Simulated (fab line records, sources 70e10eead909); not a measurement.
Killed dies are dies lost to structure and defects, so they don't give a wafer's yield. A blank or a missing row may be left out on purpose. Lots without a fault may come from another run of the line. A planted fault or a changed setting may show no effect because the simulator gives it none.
Chamber matching | flow nand_harc | NHARC_P_M2_PRE_CLEAN_32 on pecvd-04: 3 sister chambers
The step time 12 s. 3 wafers are shown with their chamber, then 8 later ones without.

WAFERS WITH THEIR CHAMBER
wafer  | chamber | heater_power_outer_w (W)
L082.5 | 2       | 320
L091.6 | 1       | 278
L093.1 | 0       | 349

WAFERS WITHOUT THEIR CHAMBER
wafer  | heater_power_outer_w (W)
L093.4 | 394
L093.6 | 265
L095.1 | 295
L095.4 | 297
L095.5 | 391
L096.2 | 329
L096.3 | 343
L096.5 | 293

WHICH CHAMBER EACH WENT THROUGH
wafer  | from the rows above          | in truth
L093.4 | can't be placed: 0 or 2      | 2
L093.6 | can't be placed: 1 or 2      | 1
L095.1 | can't be placed: 1 or 2 or 0 | 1
L095.4 | can't be placed: 1 or 2 or 0 | 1
L095.5 | can't be placed: 0 or 2      | 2
L096.2 | can't be placed: 2 or 0 or 1 | 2
L096.3 | can't be placed: 0 or 2      | 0
L096.5 | can't be placed: 1 or 2 or 0 | 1
Placed correctly: 0 of 8. Can't be placed from these rows: 8 (the true chamber is among the candidates in 8). Placed wrongly: 0.
How it was worked out, from the rows above alone: a wafer's distance from a chamber is the root of the sum, over the readings, of the square of ((its reading less the chamber's mean) divided by the reading's scatter). The wafer belongs to the nearest chamber; if the next one is less than 2 further off, it can't be placed. A chamber's mean is the mean of its shown wafers. The scatter: with one shown wafer a chamber, the root of the mean of the squares of how far each hidden wafer lies from its nearest shown one.
